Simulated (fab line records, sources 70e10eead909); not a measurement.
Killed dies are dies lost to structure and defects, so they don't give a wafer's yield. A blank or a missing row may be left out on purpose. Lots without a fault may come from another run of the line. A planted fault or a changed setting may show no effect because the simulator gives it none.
Chamber matching | flow nand_harc | NHARC_P_GATE_DESCUM_13 on rie_diel-07: 4 sister chambers
The step chemistry O2, time 3 s. 8 wafers are shown with their chamber, then 10 later ones without.

WAFERS WITH THEIR CHAMBER
wafer  | chamber | showerhead_plenum_p_Torr (Torr) | drypump_motor_current_A (A)
L179.5 | 1       | 2.04                            | 5.4
L189.5 | 3       | 2.02                            | 6.8
L188.3 | 3       | 2.02                            | 6.8
L188.6 | 0       | 1.82                            | 5.7
L190.3 | 1       | 2.04                            | 5.3
L190.6 | 2       | 1.86                            | 5.5
L192.2 | 0       | 1.81                            | 5.7
L192.4 | 2       | 1.86                            | 5.5

WAFERS WITHOUT THEIR CHAMBER
wafer  | showerhead_plenum_p_Torr (Torr) | drypump_motor_current_A (A)
L192.5 | 1.81                            | 5.7
L194.1 | 1.86                            | 5.5
L194.4 | 2.02                            | 6.8
L194.6 | 1.86                            | 5.5
L195.1 | 1.86                            | 5.5
L195.4 | 1.81                            | 5.7
L195.6 | 2.04                            | 5.4
L197.1 | 1.86                            | 5.5
L197.4 | 1.81                            | 5.7
L197.6 | 2.01                            | 6.8

WHICH CHAMBER EACH WENT THROUGH
wafer  | from the rows above | in truth
L192.5 | 0                   | 0
L194.1 | 2                   | 2
L194.4 | 3                   | 3
L194.6 | 2                   | 2
L195.1 | 2                   | 2
L195.4 | 0                   | 0
L195.6 | 1                   | 1
L197.1 | 2                   | 2
L197.4 | 0                   | 0
L197.6 | 3                   | 3
Placed correctly: 10 of 10. Can't be placed from these rows: 0. Placed wrongly: 0.
How it was worked out, from the rows above alone: a wafer's distance from a chamber is the root of the sum, over the readings, of the square of ((its reading less the chamber's mean) divided by the reading's scatter). The wafer belongs to the nearest chamber; if the next one is less than 2 further off, it can't be placed. A chamber's mean is the mean of its shown wafers. The scatter: the root of (the sum of the squares of (reading less its chamber's mean) over the shown wafers, divided by (wafers less chambers)).
